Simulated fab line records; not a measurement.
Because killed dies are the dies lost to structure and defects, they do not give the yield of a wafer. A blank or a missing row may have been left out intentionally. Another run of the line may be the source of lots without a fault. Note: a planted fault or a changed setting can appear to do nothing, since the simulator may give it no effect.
Lot-split experiment    flow n5 finfet    route with 1938 steps; 7 lots, 39 wafers read

SPLIT DETAILS
At N5_BEOL_M7_ILD_DEP_00 (deposits SiCOH lowk from DEMS/porogen, target thk 179.75 nm, time 33.4 s), the setting time s was moved away from the recipe's 33.4 s on 15 of the 39 wafers read, by -47.1% to +53.7%. All remaining wafers had this setting at the recipe value.

BETWEEN THE SPLIT AND THE READING: the file shows 1 step in between
- N5_BEOL_M7_CURE_74: cures SiCOH lowk, time 240 s

THE READING
At N5_BEOL_M7_THK_MEAS_01: M7_ILD_THK, given in nm. Fault-free wafers of this fab line usually give 155.4 nm, standard deviation 2.1 nm.

wafer   tool, chamber at the split  time s as run, s  against the recipe  M7_ILD_THK, nm  against lot-mates on the recipe
L074.1  pecvd-02, 0,2               33.4              recipe              154.7           -
L074.2  pecvd-02, 1                 33.4              recipe              154.1           -
L074.3  pecvd-02, 2                 33.4              recipe              152.2           -
L074.4  pecvd-02, 1                 33.4              recipe              156.4           -
L074.5  pecvd-02, 0,2               33.4              recipe              154.5           -
L074.6  pecvd-02, 0                 33.4              recipe              157.0           -
L079.2  pecvd-03, 1                 33.4              recipe              152.7           -
L079.5  pecvd-03, 0                 33.4              recipe              155.2           -
L079.6  pecvd-03, 2                 33.4              recipe              157.9           -
L086.1  pecvd-03, 2                 17.67             -47.1%              85.0            -71.0
L086.2  pecvd-03, 0                 33.4              recipe              154.4           -
L086.3  pecvd-03, 1                 17.67             -47.1%              79.2            -76.8
L086.4  pecvd-03, 2                 33.4              recipe              158.9           -
L086.5  pecvd-03, 0                 17.67             -47.1%              82.5            -73.5
L086.6  pecvd-03, 1                 33.4              recipe              154.6           -
L091.1  pecvd-01, 0                 43.74             +31.0%              197.6           +43.8
L091.2  pecvd-01, 1                 43.74             +31.0%              198.5           +44.7
L091.3  pecvd-01, 2                 33.4              recipe              152.5           -
L091.4  pecvd-01, 1                 33.4              recipe              155.0           -
L091.5  pecvd-01, 0                 33.4              recipe              154.0           -
L091.6  pecvd-01, 2                 43.74             +31.0%              201.4           +47.6
L090.1  pecvd-01, 1                 33.4              recipe              154.2           -
L090.2  pecvd-01, 2                 26.73             -20.0%              123.2           -31.2
L090.3  pecvd-01, 0                 26.73             -20.0%              122.9           -31.5
L090.4  pecvd-01, 1                 26.73             -20.0%              124.2           -30.2
L090.5  pecvd-01, 2                 33.4              recipe              155.8           -
L090.6  pecvd-01, 0                 33.4              recipe              153.1           -
L092.1  pecvd-03, 0                 33.4              recipe              154.2           -
L092.2  pecvd-03, 2                 33.4              recipe              158.8           -
L092.3  pecvd-03, 1                 51.34             +53.7%              236.9           +80.3
L092.4  pecvd-03, 2                 51.34             +53.7%              241.6           +85.0
L092.5  pecvd-03, 1                 51.34             +53.7%              239.4           +82.8
L092.6  pecvd-03, 0                 33.4              recipe              156.9           -
L093.1  pecvd-03, 2                 33.4              recipe              154.2           -
L093.2  pecvd-03, 0                 41.69             +24.8%              191.7           +37.4
L093.3  pecvd-03, 1                 41.69             +24.8%              189.4           +35.1
L093.4  pecvd-03, 0                 33.4              recipe              154.2           -
L093.5  pecvd-03, 2                 41.69             +24.8%              196.1           +41.8
L093.6  pecvd-03, 1                 33.4              recipe              154.4           -
The file does not say which wafer passed through which chamber wherever a row lists several chambers: such a row stands for several wafers.

FIT RESULTS
A straight line over all 39 wafers: M7_ILD_THK changes by +1.54 nm for each +1% of time s; r = +1.00; the points scatter about the line by 2.2 nm.
The same after taking each lot's own level away (the mean of its wafers on the recipe; 39 wafers): +1.54 nm for each +1%; r = +1.00; scatter 1.9 nm.
On that fit, the largest move of time s shifts the reading by 83 nm.
Measured against the standard deviation above, the lots' own levels, which go from 153.83 to 156.63 nm, span 1.3 times it.
Consequently the slope shifts little with the lot-to-lot level, the two slopes agreeing.
Check: +82.8 nm against its lot-mates is what the line predicts for one of the wafers moved furthest among these (+53.7%) when that wafer is left out of the fit. Against them it came out at +80.3 nm.

THE WHOLE CHAIN: every reading that the file lists as answering this split, in the file's order
step                    what it does                                                              reading                                                                                   change (the file's fit)               r (the file's)
N5_BEOL_M7_ILD_DEP_00   deposits SiCOH lowk from DEMS/porogen, target thk 179.75 nm, time 33.4 s  SiCOH_lowk_of_BEOL_M7_ILD_DEP_00.thk nm (the simulator's own value, which no gauge read)  +1.76 nm for each +1% of the setting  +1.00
N5_BEOL_M7_CURE_74      cures SiCOH lowk, time 240 s                                              SiCOH_lowk_of_BEOL_M7_ILD_DEP_00.thk nm (the simulator's own value, which no gauge read)  +1.54 nm for each +1% of the setting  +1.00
N5_BEOL_M7_THK_MEAS_01                                                                            M7_ILD_THK                                                                                +1.54 for each +1% of the setting     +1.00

FILE'S OWN FIT
M7_ILD_THK changes by +1.54 nm for each +1% of time s, r = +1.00.
